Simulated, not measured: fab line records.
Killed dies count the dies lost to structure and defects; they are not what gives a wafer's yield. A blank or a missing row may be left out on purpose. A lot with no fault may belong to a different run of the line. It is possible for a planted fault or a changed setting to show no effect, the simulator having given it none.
fab line records + flow n5-finfet
record
- lots=10
- wafers=29
- last-day=18
route steps=1938 shown BEOL_M9@1461 MIM_TOP_LITHO@1850 MIM_TOP_ETCH@1853 PAD_METAL@1896 PASSIVATION@1936
lots with no fault: from the same line, run without faults
start-h: the number of hours between the record's first day and the start of the first shown wafer of the lot + wait-h: time in hours since the lot's previous step + " identical to the entry in the row above + L1.1+2: one row covering several wafers at once + - no value present, or no start provided + * or withheld: withheld + < > ~ a bound
route shown NAME@n: names a module that has steps shown in the file, with the first one's number in the route + usual: mean/standard deviation taken from wafers without a fault + same: alike in all rows + chamber/n: place in a boat + sites: per-site readings + _std_site: their standard deviation + _edge_site: the outer-site mean with the inner-site mean subtracted + radius-mm: for every site, how far away it sits from the centre of the wafer + mask NAME#n: copy n + behind: tool/chamber where the wafer was last shaped + hold: reason for holding the lot/hours on hold/outcome of the hold + device: transistor that didn't switch, given as n, p or np + end of line: at the end of the route, the tests of the same wafers + for a step that has no rows: nothing shown but its recipe + killed: the dies lost at the first sort to structure and to defects; this is not the yield of the wafer + map: a wafer's dies, x killed, . not, _ none there
set.NAME: the setting the step ran with; set.NAME@STEP: the setting that earlier step ran with + model.NAME: the simulator's own value behind a step, which no gauge read
steps of the route over a sample of lots; a table a step, a row a wafer
services: a tool's chamber out of use, with start hour (start-h, from the record's first day; less than 0 if before it), hours out, and reason
## steps
# step N5_BEOL_M9_SPUTTER_48
# recipe
- material=Cu
- target-thk-a=120
- temp-c=-20
- bias-v=60
- power-w=26000
- chamber-pressure-pa=0.13
- time-s=2
# usual
- bias-v=60.0/0.56
- cathode-dc-power-W=26000/4.6
- susceptor-temp-C=-19.99/0.1
- throttle-valve-pct=29.9/0.94
| lot.wafer | tool           | chamber | start-h | wait-h | bias-v | cathode-dc-power-W | susceptor-temp-C | throttle-valve-pct |
|-----------|----------------|---------|---------|--------|--------|--------------------|------------------|--------------------|
| L466.1    | pvd-sputter-02 | -       | 222.16  | 0.1    | 60.4   | 25993              | -19.82           | 30.6               |
| L466.4    | "              | -       | "       | "      | 59.7   | 26000              | -19.87           | 27.3               |
| L466.6    | "              | -       | "       | "      | 59.8   | 26003              | -19.92           | 27.7               |
| L473.1    | pvd-sputter-01 | -       | 260.88  | 1.6    | 59.1   | 25995              | -19.76           | 30.2               |
| L473.2    | "              | -       | "       | "      | 60.6   | 26004              | -20.07           | 30.6               |
| L473.4    | "              | -       | "       | "      | 60.5   | 25999              | -19.93           | 29.3               |
| L471.1    | pvd-sputter-03 | -       | 263.24  | 0.2    | 60.2   | 26003              | -20.06           | 30.7               |
| L471.5    | "              | -       | "       | "      | 60.1   | 26000              | -20.11           | 30.7               |
| L471.6    | "              | -       | "       | "      | 59.8   | 26001              | -20.02           | 30.1               |
| L469.2    | pvd-sputter-01 | -       | 268.64  | 0.1    | 60.3   | 26002              | -20.00           | 29.9               |
| L469.6    | "              | -       | "       | "      | 60.5   | 26002              | -20.10           | 30.0               |
| L474.2    | pvd-sputter-03 | -       | 268.80  | 0.1    | 59.8   | 26001              | -19.98           | 30.9               |
| L474.3    | "              | -       | "       | "      | 60.1   | 26004              | -19.97           | 29.6               |
| L474.4    | "              | -       | "       | "      | 60.1   | 26002              | -20.18           | 30.1               |
| L475.1    | pvd-sputter-03 | -       | 272.68  | 0.1    | 60.6   | 26000              | -20.01           | 29.7               |
| L475.5    | "              | -       | "       | "      | 59.0   | 25994              | -20.09           | 30.1               |
| L475.6    | "              | -       | "       | "      | 59.9   | 26002              | -19.97           | 31.2               |
| L482.3    | pvd-sputter-03 | -       | 327.40  | 0.2    | 60.3   | 25999              | -                | 29.7               |
| L482.4    | "              | -       | "       | "      | 59.9   | 25996              | -                | 30.9               |
| L482.6    | "              | -       | "       | "      | 60.3   | 25996              | -                | 29.6               |
| L486.2    | pvd-sputter-01 | -       | 342.80  | 0.1    | 59.6   | 25997              | -19.99           | 29.2               |
| L486.3    | "              | -       | "       | "      | 60.2   | 26003              | -20.00           | 30.4               |
| L486.6    | "              | -       | "       | "      | 60.6   | 26000              | -19.94           | 30.4               |
| L488.4    | pvd-sputter-01 | -       | 364.75  | 0.0    | 60.4   | 25998              | -19.89           | 30.0               |
| L488.5    | "              | -       | "       | "      | 59.4   | 25994              | -20.09           | 29.9               |
| L488.6    | "              | -       | "       | "      | 60.2   | 26001              | -19.93           | 29.5               |
| L489.2    | pvd-sputter-02 | -       | 365.17  | 0.1    | 60.4   | 25997              | -20.02           | 28.9               |
| L489.3    | "              | -       | "       | "      | 60.4   | 25999              | -19.99           | 30.1               |
| L489.6    | "              | -       | "       | "      | 60.4   | 26002              | -20.13           | 30.5               |
# step N5_MIM_TOP_LITHO_DESCUM_10
# recipe
- chemistry=O2
- time-s=7.9
- source-power-w=50
- bias-power-w=20
- pressure-mtorr=20
- rf-frequency-hz=2.712e+07
- temp-c=40
- o2-flow-sccm=225
# usual
- drypump-motor-current-A=5.9/0.51
- oes-product-au=0.80/0.086
- rf-vpp-V=243.1/1.4
- showerhead-plenum-p-Torr=2.10/0.068
- throttle-valve-pct=20.36/0.17
| lot.wafer | tool        | chamber | start-h | wait-h | drypump-motor-current-A | oes-product-au | rf-hours-counter-h | rf-vpp-V | showerhead-plenum-p-Torr | throttle-valve-pct |
|-----------|-------------|---------|---------|--------|-------------------------|----------------|--------------------|----------|--------------------------|--------------------|
| L466.1    | rie-diel-06 | 0       | 273.68  | 0.1    | 6.4                     | 0.72           | 169                | 245.0    | 2.08                     | 20.21              |
| L466.4    | "           | 1       | "       | "      | 5.7                     | 0.77           | 126                | 241.3    | 2.03                     | 20.30              |
| L466.6    | "           | 3       | "       | "      | 6.4                     | 0.75           | -                  | 243.5    | 2.19                     | 20.52              |
| L473.1    | rie-diel-06 | 2       | 311.03  | 0.3    | 4.9                     | 0.96           | 7                  | 242.0    | 2.07                     | 20.29              |
| L473.2    | "           | 1       | "       | "      | 5.7                     | 0.76           | 142                | 243.5    | 2.02                     | 20.36              |
| L473.4    | "           | 0       | "       | "      | 6.4                     | 0.70           | 186                | 243.0    | 2.07                     | 20.25              |
| L471.1    | rie-diel-02 | 1       | 315.52  | 0.3    | 6.3                     | 0.79           | 106                | 241.8    | 2.11                     | 20.53              |
| L471.5    | "           | 2       | "       | "      | 5.9                     | 0.93           | -                  | 242.0    | 2.04                     | 20.12              |
| L471.6    | "           | 3       | "       | "      | 6.8                     | 0.91           | -                  | 241.3    | 2.03                     | 20.39              |
| L469.2    | rie-diel-06 | 0       | 315.61  | 0.1    | 6.4                     | 0.70           | 189                | 243.4    | 2.07                     | 20.25              |
| L469.6    | "           | 0       | "       | "      | 6.4                     | 0.70           | -                  | 241.3    | 2.07                     | 20.25              |
| L474.2    | rie-diel-04 | 2       | 319.87  | 0.1    | 6.0                     | 0.77           | 128                | 245.4    | 2.17                     | 20.38              |
| L474.3    | "           | 0       | "       | "      | 5.9                     | 0.81           | 88                 | 244.9    | 2.19                     | 20.59              |
| L474.4    | "           | 3       | "       | "      | 5.8                     | 0.89           | 39                 | 244.2    | 2.23                     | 19.86              |
| L475.1    | rie-diel-06 | 2       | 326.94  | 0.3    | 4.9                     | 0.95           | 12                 | 243.0    | 2.07                     | 20.29              |
| L475.5    | "           | 0       | "       | "      | 6.4                     | 0.70           | -                  | 241.8    | 2.07                     | 20.27              |
| L475.6    | "           | 1       | "       | "      | 5.7                     | 0.76           | -                  | 241.4    | 2.02                     | 20.35              |
| L482.3    | rie-diel-04 | 0       | 382.38  | 0.0    | 5.9                     | 0.79           | 111                | 245.1    | 2.18                     | 20.59              |
| L482.4    | "           | 2       | "       | "      | 6.0                     | 0.75           | 145                | 243.6    | 2.17                     | 20.40              |
| L482.6    | "           | 3       | "       | "      | 5.8                     | 0.86           | -                  | 244.0    | 2.22                     | 19.88              |
| L486.2    | rie-diel-06 | 1       | 384.58  | 0.0    | 5.8                     | 0.74           | 168                | 241.6    | 2.01                     | 20.39              |
| L486.3    | "           | 3       | "       | "      | 6.4                     | 0.72           | 207                | 244.1    | 2.17                     | 20.57              |
| L486.6    | "           | 2       | "       | "      | 4.9                     | 0.90           | -                  | 240.6    | 2.06                     | 20.30              |
| L489.2    | rie-diel-04 | 0       | 411.75  | 0.0    | 5.9                     | 0.78           | 121                | 244.0    | 2.18                     | 20.62              |
| L489.3    | "           | 1       | "       | "      | 5.8                     | 0.81           | 76                 | 242.3    | 2.11                     | 20.25              |
| L489.6    | "           | 2       | "       | "      | 6.0                     | 0.75           | -                  | 242.8    | 2.16                     | 20.42              |
| L488.4    | rie-diel-06 | 2       | 421.52  | 0.5    | 4.9                     | 0.88           | 40                 | 242.3    | 2.06                     | 20.33              |
| L488.5    | "           | 2       | "       | "      | 4.9                     | 0.88           | -                  | 242.3    | 2.06                     | 20.31              |
| L488.6    | "           | 1       | "       | "      | 5.8                     | 0.73           | -                  | 242.4    | 2.01                     | 20.41              |
# step N5_MIM_TOP_ETCH_PECVD_03
# recipe
- material=SiNx
- target-thk-a=200
- temp-c=400
- precursor=SiH4/NH3/N2
- pressure-torr=1.5
- rf-w=300
- time-s=17.6
# usual
- chamber-pressure-Torr=1.4998/0.0029
- heater-power-w=792/92
- showerhead-plenum-p-Torr=5.14/0.062
- susceptor-temp-C=399.99/0.22
- throttle-valve-pct=39.6/1.7
| lot.wafer | tool     | chamber | start-h | wait-h | chamber-pressure-Torr | heater-power-w | showerhead-plenum-p-Torr | since-wet-clean-h | susceptor-temp-C | throttle-valve-pct |
|-----------|----------|---------|---------|--------|-----------------------|----------------|--------------------------|-------------------|------------------|--------------------|
| L466.1    | pecvd-03 | 1       | 274.12  | -      | 1.4989                | 796            | 5.14                     | 1522              | 399.66           | 42.9               |
| L466.4    | "        | 1       | "       | "      | 1.4967                | 792            | 5.13                     | -                 | 399.73           | 42.9               |
| L466.6    | "        | 2       | "       | "      | 1.4925                | 596            | 5.18                     | -                 | 400.30           | 37.6               |
| L473.1    | pecvd-04 | 2       | 311.40  | -      | 1.4978                | 862            | 5.13                     | 443               | 399.80           | 36.6               |
| L473.2    | "        | 0       | "       | "      | 1.5031                | 857            | 5.12                     | 1197              | 400.09           | 40.8               |
| L473.4    | "        | 0       | "       | "      | 1.4944                | 844            | 5.12                     | -                 | 400.38           | 40.9               |
| L471.1    | pecvd-01 | 0       | 315.84  | -      | 1.4998                | 594            | 5.14                     | 1020              | 400.20           | 39.9               |
| L471.5    | "        | 1       | "       | "      | 1.5046                | 847            | 5.12                     | -                 | 400.10           | 39.7               |
| L471.6    | "        | 0       | "       | "      | 1.5013                | 596            | 5.15                     | -                 | 400.30           | 39.9               |
| L469.2    | pecvd-04 | 2       | 315.93  | -      | 1.5003                | 860            | 5.13                     | 447               | 400.20           | 36.6               |
| L469.6    | "        | 1       | "       | "      | 1.5035                | 668            | 5.08                     | -                 | 399.85           | 41.1               |
| L474.2    | pecvd-01 | 0       | 320.16  | -      | 1.4997                | 693            | 5.14                     | 1024              | 400.18           | 39.8               |
| L474.3    | "        | 1       | "       | "      | 1.5008                | 772            | 5.12                     | 1749              | 399.55           | 39.8               |
| L474.4    | "        | 1       | "       | "      | 1.4985                | 793            | 5.13                     | -                 | 399.81           | 39.8               |
| L475.1    | pecvd-04 | 2       | 327.23  | -      | 1.4975                | 869            | 5.13                     | 458               | 400.31           | 36.9               |
| L475.5    | "        | 2       | "       | "      | 1.5000                | 889            | 5.14                     | -                 | 400.05           | 36.4               |
| L475.6    | "        | 1       | "       | "      | 1.5003                | 799            | 5.07                     | -                 | 400.19           | 40.7               |
| L482.3    | pecvd-04 | 0       | 382.67  | -      | 1.5009                | 912            | 5.12                     | 1268              | 400.32           | 41.1               |
| L482.4    | "        | 1       | "       | "      | 1.5006                | 741            | 5.07                     | -                 | 399.73           | 40.8               |
| L482.6    | "        | 0       | "       | "      | 1.5036                | 901            | 5.13                     | -                 | 400.19           | 40.5               |
| L486.2    | pecvd-01 | 1       | 384.87  | -      | 1.5017                | 822            | 5.14                     | 1814              | 400.18           | 39.8               |
| L486.3    | "        | 1       | "       | "      | 1.5024                | 814            | 5.12                     | -                 | 400.50           | 39.6               |
| L486.6    | "        | 0       | "       | "      | 1.4985                | 654            | 5.15                     | -                 | 399.93           | 40.0               |
| L489.2    | pecvd-03 | 2       | 412.04  | -      | 1.4997                | 674            | 5.18                     | 181               | 399.94           | 38.2               |
| L489.3    | "        | 0       | "       | "      | 1.5039                | 688            | 5.34                     | 935               | 400.13           | 38.1               |
| L489.6    | "        | 2       | "       | "      | 1.4963                | 687            | 5.20                     | -                 | 400.24           | 38.5               |
| L488.4    | pecvd-04 | 0       | 421.83  | -      | 1.4965                | 866            | 5.14                     | -                 | 399.85           | 40.9               |
| L488.5    | "        | 1       | "       | "      | 1.5000                | 763            | 5.07                     | -                 | 400.10           | 40.6               |
| L488.6    | "        | 2       | "       | "      | 1.4959                | 867            | 5.13                     | -                 | 399.95           | 36.9               |
# step N5_PASSIVATION_AL_DEP_21
# recipe
- material=Al
- target-thk-a=28000
- temp-c=400
- time-s=170
- power-w=30000
- chamber-pressure-pa=0.4
- gas=Ar
# usual
- cathode-dc-power-W=30000/5.6
- susceptor-temp-C=399.98/0.23
- throttle-valve-pct=30.0/0.77
| lot.wafer | tool           | chamber | start-h | wait-h | cathode-dc-power-W | susceptor-temp-C | throttle-valve-pct |
|-----------|----------------|---------|---------|--------|--------------------|------------------|--------------------|
| L466.1    | pvd-sputter-03 | -       | 277.30  | 0.1    | 30007              | 400.20           | 31.3               |
| L466.4    | "              | -       | "       | "      | 29996              | 399.83           | 30.5               |
| L466.6    | "              | -       | "       | "      | 30004              | 399.94           | 31.0               |
| L473.1    | pvd-sputter-02 | -       | 316.16  | 0.1    | 30009              | 399.91           | 27.7               |
| L473.2    | "              | -       | "       | "      | 30011              | 399.66           | 30.6               |
| L473.4    | "              | -       | "       | "      | 29993              | 399.84           | 30.0               |
| L471.1    | pvd-sputter-01 | -       | 318.88  | 0.1    | 30003              | 400.00           | 29.3               |
| L471.5    | "              | -       | "       | "      | 30001              | 400.07           | 30.7               |
| L471.6    | "              | -       | "       | "      | 29995              | 400.33           | 30.3               |
| L469.2    | pvd-sputter-01 | -       | 319.70  | 0.1    | 29991              | 399.80           | 29.8               |
| L469.6    | "              | -       | "       | "      | 29999              | 399.78           | 29.7               |
| L474.2    | pvd-sputter-01 | -       | 326.60  | 0.1    | 30007              | 399.68           | 29.1               |
| L474.3    | "              | -       | "       | "      | 30004              | 400.34           | 29.4               |
| L474.4    | "              | -       | "       | "      | 30005              | 400.02           | 30.1               |
| L475.1    | pvd-sputter-03 | -       | 330.65  | 0.1    | 30004              | 399.76           | 31.2               |
| L475.5    | "              | -       | "       | "      | 29992              | 399.98           | 30.0               |
| L475.6    | "              | -       | "       | "      | 30004              | 399.88           | 31.2               |
| L482.3    | pvd-sputter-02 | -       | 386.40  | 0.1    | 30003              | 399.59           | 30.5               |
| L482.4    | "              | -       | "       | "      | 29996              | 400.17           | 27.5               |
| L482.6    | "              | -       | "       | "      | 30005              | 399.85           | 30.3               |
| L486.2    | pvd-sputter-03 | -       | 390.73  | 0.1    | 30009              | 400.02           | 29.8               |
| L486.3    | "              | -       | "       | "      | 30000              | 400.42           | 30.1               |
| L486.6    | "              | -       | "       | "      | 29996              | 400.33           | 30.8               |
| L489.2    | pvd-sputter-01 | -       | 416.29  | 0.1    | 30001              | 400.45           | 30.1               |
| L489.3    | "              | -       | "       | "      | 30006              | 400.07           | 30.1               |
| L489.6    | "              | -       | "       | "      | 29996              | 400.00           | 30.0               |
| L488.4    | pvd-sputter-03 | -       | 426.87  | 0.1    | 30002              | 399.35           | 30.4               |
| L488.5    | "              | -       | "       | "      | 29989              | 399.47           | 30.7               |
| L488.6    | "              | -       | "       | "      | 29997              | 399.77           | 30.2               |
# step N5_PASSIVATION_PROBE_49
# usual
- defect-limited-yield=91.5/1.4
- killed_at_M0_to_M3=32/11
- killed_at_M4_up=12/4.4
- killed-at-contacts=13/6.1
- killed-at-front-end=39/12
- killed-at-other=3.9/3
- killed-dies=100/17
- killed-open=66/12
- killed-short=33/7.4
- sort_bin_5_function=5.0/0.95
- sort_bin_6_memory=3.2/0.66
- sort-n-pass=1079/17
- sort-yield-pct=91.4/1.5
# same
- gross-dies=1180
- killed-at-back-side=0
- sort_bin_4_leakage[%]=0
- sort_bin_8_speed[%]=0
| lot.wafer | tool      | chamber | start-h | wait-h | defect-limited-yield[%] | killed_at_M0_to_M3 | killed_at_M4_up | killed-at-contacts | killed-at-front-end | killed-at-other | killed-dies | killed-open | killed-short | sort_bin_5_function[%] | sort_bin_6_memory[%] | sort-n-pass | sort-yield-pct[%] |
|-----------|-----------|---------|---------|--------|-------------------------|--------------------|-----------------|--------------------|---------------------|-----------------|-------------|-------------|--------------|------------------------|----------------------|-------------|-------------------|
| L471.1    | prober-02 | -       | 324.82  | 0.0    | 90.3                    | 43                 | 8               | 12                 | 51                  | 1               | 115         | 77          | 36           | 6.0                    | 3.5                  | 1065        | 90.3              |
| L471.5    | prober-02 | -       | 325.02  | 0.2    | 92.6                    | 18                 | 7               | 19                 | 42                  | 1               | 87          | 64          | 18           | 4.4                    | 2.6                  | 1093        | 92.6              |
| L471.6    | prober-02 | -       | 325.07  | 0.3    | 91.2                    | 43                 | 13              | 11                 | 36                  | 1               | 104         | 67          | 36           | 5.7                    | 2.5                  | 1076        | 91.2              |
| L475.1    | prober-02 | -       | 336.35  | 0.0    | 93.0                    | 39                 | 10              | 9                  | 24                  | 1               | 83          | 58          | 25           | 4.6                    | 2.2                  | 1097        | 93.0              |
| L475.5    | prober-02 | -       | 336.55  | 0.2    | 92.5                    | 26                 | 16              | 2                  | 38                  | 6               | 88          | 60          | 27           | 4.2                    | 3.1                  | 1092        | 92.5              |
| L475.6    | prober-02 | -       | 336.60  | 0.3    | 94.5                    | 23                 | 13              | 3                  | 23                  | 3               | 65          | 43          | 22           | 3.3                    | 1.8                  | 1115        | 94.5              |
| L482.3    | prober-01 | -       | 392.21  | 0.1    | 91.7                    | 19                 | 30              | 23                 | 25                  | 1               | 98          | 63          | 20           | 5.0                    | 3.2                  | 1082        | 91.7              |
| L482.4    | prober-01 | -       | 392.26  | 0.2    | 92.5                    | 19                 | 29              | 12                 | 27                  | 2               | 89          | 50          | 21           | 4.2                    | 3.1                  | 1091        | 92.5              |
| L482.6    | prober-01 | -       | 392.36  | 0.3    | 91.4                    | 26                 | 35              | 12                 | 25                  | 3               | 101         | 57          | 27           | 5.2                    | 3.3                  | 1079        | 91.4              |
| L486.2    | prober-02 | -       | 396.77  | 0.1    | 92.2                    | 36                 | 10              | 12                 | 32                  | 2               | 92          | 55          | 37           | 5.0                    | 2.6                  | 1088        | 92.2              |
| L486.3    | prober-02 | -       | 396.82  | 0.1    | 93.8                    | 23                 | 14              | 15                 | 17                  | 4               | 73          | 47          | 24           | 3.8                    | 2.3                  | 1107        | 93.8              |
| L486.6    | prober-02 | -       | 396.97  | 0.3    | 93.5                    | 16                 | 19              | 10                 | 31                  | 1               | 77          | 47          | 30           | 3.6                    | 2.5                  | 1103        | 93.5              |
# killed by level:class
L471.1 BEOL_M0_SAQP:geometric-particle:open=11 STI_FIN_REVEAL:geometric-particle:open=10 MOL_CONTACT_COAG:geometric-particle:open=9 BEOL_M0_SAQP:geometric-particle:short=8 FIN_SAQP:geometric-particle:open=6 BEOL_M2:geometric-particle:open=6 BEOL_M3:geometric-particle:short=6 FIN_SAQP:geometric-particle:short=5
L471.5 MOL_CONTACT_COAG:geometric-particle:open=15 FIN_SAQP:geometric-particle:open=9 STI_FIN_REVEAL:geometric-particle:open=8 BEOL_M0_SAQP:geometric-particle:open=5 MOL_CONTACT_COAG:geometric-particle:short=4 BEOL_M0_SAQP:geometric-particle:short=4 FIN_SAQP:geometric-particle:short=3 DUMMY_GATE:geometric-particle:open=3
L471.6 BEOL_M0_SAQP:geometric-particle:open=13 BEOL_M0_SAQP:geometric-particle:short=12 FIN_SAQP:geometric-particle:open=8 STI_FIN_REVEAL:geometric-particle:open=8 FIN_SAQP:geometric-particle:short=7 MOL_CONTACT_COAG:geometric-particle:open=7 BEOL_M2:geometric-particle:open=7 BEOL_M4:geometric-particle:open=6
L475.1 BEOL_M3:geometric-particle:open=10 MOL_CONTACT_COAG:geometric-particle:open=6 BEOL_M0:geometric-particle:short=6 STI_FIN_REVEAL:geometric-particle:open=5 BEOL_M1:geometric-particle:open=5 FIN_SAQP:geometric-particle:open=4 DUMMY_GATE:geometric-particle:open=4 BEOL_M0_SAQP:geometric-particle:short=4
L475.5 STI_FIN_REVEAL:geometric-particle:open=14 BEOL_M0_SAQP:geometric-particle:open=6 DUMMY_GATE:geometric-particle:open=5 GATE_CUT:geometric-particle:short=5 BEOL_M0_SAQP:geometric-particle:short=5 STARTING-WAFER:geometric-particle:open=5 BEOL_M4:geometric-particle:open=4 BEOL_M3:geometric-particle:open=4
L475.6 BEOL_M3:geometric-particle:open=8 BEOL_M0_SAQP:geometric-particle:open=5 STI_FIN_REVEAL:geometric-particle:open=4 BEOL_M0:geometric-particle:short=4 FIN_SAQP:geometric-particle:open=3 FIN_SAQP:geometric-particle:short=3 MOL_CONTACT_COAG:geometric-particle:open=3 BEOL_M2:geometric-particle:short=3
L482.3 MOL_CONTACT_COAG:geometric-particle:open=19 BEOL_M9:interface-void-opened=14 BEOL_M4:geometric-particle:open=13 GATE_CUT:geometric-particle:short=7 BEOL_M2:geometric-particle:open=7 STI_FIN_REVEAL:geometric-particle:open=4 MOL_CONTACT_COAG:geometric-particle:short=3 BEOL_M0_SAQP:geometric-particle:open=3
L482.4 BEOL_M9:interface-void-opened=17 MOL_CONTACT_COAG:geometric-particle:open=10 FIN_SAQP:geometric-particle:open=6 BEOL_M2:geometric-particle:open=6 BEOL_M0_SAQP:geometric-particle:open=5 BEOL_M4:geometric-particle:open=5 STARTING-WAFER:geometric-particle:short=5 FIN_SAQP:geometric-particle:short=4
L482.6 BEOL_M9:interface-void-opened=15 BEOL_M4:geometric-particle:open=13 MOL_CONTACT_COAG:geometric-particle:open=9 BEOL_M1:geometric-particle:open=8 DUMMY_GATE:geometric-particle:open=4 GATE_CUT:geometric-particle:open=4 GATE_CUT:geometric-particle:short=4 BEOL_M0_SAQP:geometric-particle:open=4
L486.2 BEOL_M0_SAQP:geometric-particle:short=12 MOL_CONTACT_COAG:geometric-particle:open=9 BEOL_M3:geometric-particle:open=8 FIN_SAQP:geometric-particle:short=8 BEOL_M0_SAQP:geometric-particle:open=8 GATE_CUT:geometric-particle:short=5 FIN_SAQP:geometric-particle:open=4 BEOL_M2:geometric-particle:open=4
L486.3 MOL_CONTACT_COAG:geometric-particle:open=12 BEOL_M0_SAQP:geometric-particle:open=6 BEOL_M4:geometric-particle:open=5 BEOL_M0_SAQP:geometric-particle:short=4 BEOL_M1:geometric-particle:short=4 STI_FIN_REVEAL:geometric-particle:open=3 DUMMY_GATE:geometric-particle:open=3 MOL_CONTACT_COAG:geometric-particle:short=3
L486.6 MOL_CONTACT_COAG:geometric-particle:open=8 BEOL_M4:geometric-particle:open=7 GATE_CUT:geometric-particle:short=6 STARTING-WAFER:geometric-particle:short=6 BEOL_M0_SAQP:geometric-particle:open=5 FIN_SAQP:geometric-particle:open=4 FIN_SAQP:geometric-particle:short=4 STI_FIN_REVEAL:geometric-particle:open=3
## services
| tool           | chamber | start-h | hours | kind                          |
|----------------|---------|---------|-------|-------------------------------|
| pecvd-03       | 2       | 202.38  | -     | clean                         |
| pecvd-03       | 2       | 202.38  | -     | consumable-replace:showerhead |
| pecvd-03       | 2       | 202.38  | 29.0  | scheduled-down                |
| pecvd-03       | 2       | 202.38  | 29.0  | vent-cycle                    |
| pecvd-03       | -       | 227.45  | 0.9   | repair                        |
| rie-diel-06    | 2       | 274.97  | -     | clean                         |
| rie-diel-06    | 2       | 274.97  | -     | consumable-replace:focus-ring |
| rie-diel-06    | 2       | 274.97  | 20.6  | scheduled-down                |
| rie-diel-06    | 2       | 274.97  | 20.6  | vent-cycle                    |
| rie-diel-06    | -       | 279.75  | 0.6   | repair                        |
| pecvd-03       | 2       | 281.80  | 4.3   | repair                        |
| pecvd-03       | -       | 307.84  | 0.5   | repair                        |
| pecvd-03       | 0       | 320.29  | 13.8  | repair                        |
| pecvd-04       | 2       | 331.10  | 2.1   | scheduled-down                |
| pecvd-01       | -       | 333.72  | 1.4   | repair                        |
| pecvd-03       | 2       | 337.13  | 2.1   | scheduled-down                |
| pvd-sputter-02 | -       | 339.91  | 4.3   | repair                        |
| pecvd-01       | 1       | 358.43  | 5.5   | scheduled-down                |
| rie-diel-04    | 2       | 365.46  | 5.0   | repair                        |
| rie-diel-04    | -       | 376.07  | 3.0   | repair                        |
| pecvd-03       | 2       | 377.01  | 8.5   | repair                        |
| pvd-sputter-03 | -       | 380.55  | 4.1   | repair                        |
| pecvd-01       | 2       | 383.68  | 6.4   | repair                        |
| rie-diel-06    | 2       | 398.58  | 13.6  | repair                        |
## key
first-sign
- step=N5_PASSIVATION_PROBE_49
- reading=killed_at_M4_up
- direction=up
- sigmas=4.3
- usual=12
- struck=31
effect none on later readings
met-at N5_BEOL_M9_SPUTTER_48
struck-lots L482
not-acting-at N5_MIM_TOP_LITHO_DESCUM_10,N5_MIM_TOP_ETCH_PECVD_03,N5_PASSIVATION_AL_DEP_21
onset-between 272.68 327.40
fault
- kind=process-parameter-drift
- tool=pvd-sputter-03
- chamber=-
- onset-h=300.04
- steps=N5_BEOL_M9_SPUTTER_48
- channel=time-s
- offset=*
- shape=step
- end-h=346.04
- acts-in=*
- stated=*
